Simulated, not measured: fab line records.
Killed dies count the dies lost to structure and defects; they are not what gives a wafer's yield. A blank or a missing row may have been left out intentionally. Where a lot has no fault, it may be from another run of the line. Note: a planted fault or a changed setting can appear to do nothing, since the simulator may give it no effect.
What tool caused it?	flow nandHarc	24 lots, 72 wafers sampled, at 3 steps of a route of 1302

== WHAT THE GAUGES SHOWED, per wafer ==
NHARC_A_CHANNEL_HOLE_D1_CD_MEAS_10: target cd 100 nm.
lot	measured	on	cdNm (nm)
L074	day 8 06:58	cdSem-02	99.2 100.5 99.9
L076	day 8 22:56	cdSem-02	99.5 99.0 100.1
L075	day 9 00:56	cdSem-02	99.4 99.7 100.1
L077	day 9 14:10	cdSem-01	99.8 100.5 99.5
L078	day 9 22:42	cdSem-01	99.3 99.8 99.5
L079	day 10 07:33	cdSem-02	99.7 100.2 100.2
L080	day 10 16:18	cdSem-03	100.5 100.9 100.0
L081	day 11 12:26	cdSem-02	99.9 99.2 100.0
L083	day 12 02:01	cdSem-03	100.7 100.4 99.5
L082	day 12 03:55	cdSem-02	100.6 100.4 99.9
L084	day 12 17:50	cdSem-03	99.7 100.3 100.1
L086	day 13 06:14	cdSem-03	100.6 100.3 100.5
L085	day 13 06:43	cdSem-01	100.0 100.5 100.4
L087	day 13 14:30	cdSem-02	100.6 100.4 99.7
L089	day 14 09:13	cdSem-01	99.9 99.7 100.2
L088	day 14 10:38	cdSem-02	100.1 99.5 98.9
L090	day 15 02:34	cdSem-01	99.8 99.9 100.5
L092	day 15 20:07	cdSem-02	99.7 99.4 99.7
L091	day 15 20:16	cdSem-03	99.7 99.7 99.8
L093	day 16 12:40	cdSem-03	100.3 100.2 100.0
L094	day 16 12:52	cdSem-01	99.7 100.3 100.7
L095	day 17 03:34	cdSem-01	99.7 100.0 100.0
L096	day 17 11:08	cdSem-01	100.1 100.2 100.2
L097	day 18 09:46	cdSem-02	99.2 100.0 99.4

NHARC_A_ONON_D2_THK_MEAS_24: measures by ellipsometry.
lot	measured	on	thkNm (nm)
L074	day 12 12:19	filmMetro-01	992 992 994
L076	day 13 11:05	filmMetro-01	986 984 985
L075	day 13 11:06	filmMetro-02	996 999 997
L077	day 13 22:05	filmMetro-02	986 986 987
L078	day 14 06:22	filmMetro-02	1015 1016 1016
L079	day 14 21:24	filmMetro-02	1004 1002 1003
L080	day 15 08:10	filmMetro-02	993 994 992
L081	day 15 18:47	filmMetro-02	1004 1005 1004
L083	day 16 10:54	filmMetro-01	996 996 996
L082	day 16 10:33	filmMetro-01	995 995 996
L084	day 17 10:51	filmMetro-01	988 987 985
L086	day 17 15:51	filmMetro-02	997 998 997
L085	day 17 15:42	filmMetro-02	990 990 988
L087	day 17 15:43	filmMetro-01	994 994 994
L089	day 18 14:24	filmMetro-02	984 986 984
L088	day 18 14:38	filmMetro-01	1003 1004 1002
L090	day 19 14:26	filmMetro-02	1005 1004 1006
L092	day 20 04:23	filmMetro-02	1002 1002 1002
L091	day 20 04:23	filmMetro-01	1000 997 1001
L093	day 20 20:13	filmMetro-01	1001 1002 1001
L094	day 20 20:14	filmMetro-02	1008 1009 1008
L095	day 21 12:15	filmMetro-02	991 988 990
L096	day 21 17:56	filmMetro-01	1017 1018 1017
L097	day 22 18:02	filmMetro-02	999 998 999

NHARC_A_ONON_D2_INSPECT_32.
lot	measured	on	rawDefectCount
L074	day 12 13:59	defectInspect-02	602 466 385
L076	day 13 12:46	defectInspect-01	242 156 288
L075	day 13 12:46	defectInspect-02	551 664 644
L077	day 13 23:44	defectInspect-02	456 166 268
L078	day 14 08:03	defectInspect-02	566 386 465
L079	day 14 23:04	defectInspect-01	300 256 317
L080	day 15 09:52	defectInspect-02	894 563 529
L081	day 15 20:28	defectInspect-02	234 397 478
L083	day 16 12:36	defectInspect-01	403 450 270
L082	day 16 12:13	defectInspect-01	594 313 276
L084	day 17 12:31	defectInspect-02	256 237 470
L086	day 17 17:34	defectInspect-01	439 577 433
L085	day 17 17:22	defectInspect-02	368 471 580
L087	day 17 17:22	defectInspect-01	355 365 464
L089	day 18 16:05	defectInspect-02	257 378 362
L088	day 18 16:18	defectInspect-02	450 365 509
L090	day 19 16:06	defectInspect-02	189 239 209
L092	day 20 06:08	defectInspect-02	420 333 397
L091	day 20 06:03	defectInspect-02	304 334 323
L093	day 20 21:53	defectInspect-01	316 480 359
L094	day 20 21:57	defectInspect-01	245 278 370
L095	day 21 14:39	defectInspect-02	400 812 548
L096	day 21 19:37	defectInspect-01	350 309 243
L097	day 22 20:02	defectInspect-02	206 303 345

== WHICH TOOL RAN EACH LOT (tool, then ch and the chambers of the sampled wafers, then the start) ==
There is no process step in the record ahead of these readings.

== AS READ BY THE TOOLS THEMSELVES (means over the sampled wafers that have a number; for cases with no such wafer, the mark the record gives instead) ==
The record holds no such reading with a usual standard deviation.

== THE ANSWER, worked out from the rows above alone ==
Rule: the lots themselves supply what counts as usual. The widest of any qualifying gaps counts: lots, ordered by their means at a reading, are off when they make up no more than a third of the lots, leave a main group of 4 or more, and stand apart from it by 3 or more times the standard deviation of that group's means. A main group whose means are all the same, to the digits that the tables above print for the reading, isn't used. A lot without any number at a reading at which 4 lots or more have one is off too. Where the step has rows for the other lots, those lots are counted as sound. The gauges are gone through in route order, then the tools' own readings, and for those a lot's mean is taken as printed above. At the first step where some lot is off, the reading lying furthest off is the one used; lots without a number count as furthest.
No lot is off at any reading shown: from this, nothing can be told.

== WHAT WAS PUT IN BY THE SIMULATOR ==
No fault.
